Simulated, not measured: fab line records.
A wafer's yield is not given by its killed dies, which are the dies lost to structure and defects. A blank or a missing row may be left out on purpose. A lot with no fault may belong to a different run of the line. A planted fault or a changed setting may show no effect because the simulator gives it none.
Matching of chambers | flow n5Finfet | N5_BEOL_M0_STRIP_142 on rieDiel-06: 4 sister chambers
The step strips in N2/H2, time 10 s. 4 wafers are shown with their chamber, then 8 later ones without.

== WAFERS WITH THEIR CHAMBER ==
wafer  | chamber | drypumpMotorCurrentA (A)
L080.5 | 0       | 5.2
L084.5 | 2       | 5.3
L084.6 | 3       | 6.7
L090.1 | 1       | 4.9

== WAFERS WITH NO CHAMBER GIVEN ==
wafer  | drypumpMotorCurrentA (A)
L090.2 | 6.7
L090.3 | 5.4
L091.2 | 4.9
L091.4 | 5.4
L091.5 | 5.2
L093.1 | 4.9
L093.3 | 6.7
L093.5 | 6.7

== WHICH CHAMBER EACH WENT THROUGH ==
wafer  | from the rows above     | in truth
L090.2 | 3                       | 3
L090.3 | can't be placed: 2 or 0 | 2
L091.2 | 1                       | 1
L091.4 | can't be placed: 2 or 0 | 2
L091.5 | can't be placed: 0 or 2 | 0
L093.1 | 1                       | 1
L093.3 | 3                       | 3
L093.5 | 3                       | 3
Correct placement for 5 of the 8. Cannot be placed on the basis of these rows: 3; the candidates contain the true chamber in 3. 0 placed wrongly.
How it was worked out, from the rows above alone: a wafer's distance from a chamber is the root of the sum, over the readings, of the square of ((its reading less the chamber's mean) divided by the reading's scatter). If the next closest chamber is less than 2 further off than the closest, the wafer can't be placed; otherwise it belongs to the closest. The mean given for a chamber averages the wafers shown for that chamber. The scatter: with one shown wafer a chamber, the root of the mean of the squares of how far each hidden wafer lies from its nearest shown one.
